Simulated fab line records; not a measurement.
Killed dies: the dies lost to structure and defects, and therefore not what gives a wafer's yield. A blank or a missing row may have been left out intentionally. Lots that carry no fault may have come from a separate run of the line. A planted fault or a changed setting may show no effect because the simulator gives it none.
Matching of chambers ; flow nand-harc ; NHARC_A_STAIRCASE_CMP_152 on cmp-01: 4 sister chambers
The step polishes. 4 wafers are shown with their chamber, then 8 later ones without.

WAFERS, EACH WITH ITS CHAMBER
wafer;chamber;motor-current-A (A)
L598.4;1;12.7
L599.1;2;12.6
L599.6;0;12.4
L604.2;3;10.5

WAFERS WHOSE CHAMBER IS MISSING
wafer;motor-current-A (A)
L604.5;10.7
L604.6;12.5
L607.2;12.8
L607.3;12.5
L607.5;12.7
L612.2;12.7
L612.5;12.6
L612.6;10.3

WHICH CHAMBER EACH ONE RAN IN
wafer;from the rows above;in truth
L604.5;3;3
L604.6;can't be placed: 0 or 2 or 1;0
L607.2;can't be placed: 1 or 2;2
L607.3;can't be placed: 0 or 2 or 1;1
L607.5;can't be placed: 1 or 2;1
L612.2;can't be placed: 1 or 2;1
L612.5;can't be placed: 2 or 1 or 0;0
L612.6;3;3
Placed correctly: 2 of 8. Can't be placed from these rows: 6 (the true chamber is among the candidates in 6). Placed wrongly: 0.
How it was worked out, from the rows above alone: a wafer's distance from a chamber is the root of the sum, over the readings, of the square of ((its reading less the chamber's mean) divided by the reading's scatter). The wafer belongs to the nearest chamber; if the next one is less than 2 further off, it can't be placed. For every chamber, the mean is computed from those of its wafers that are shown. The scatter: with one shown wafer a chamber, the root of the mean of the squares of how far each hidden wafer lies from its nearest shown one.
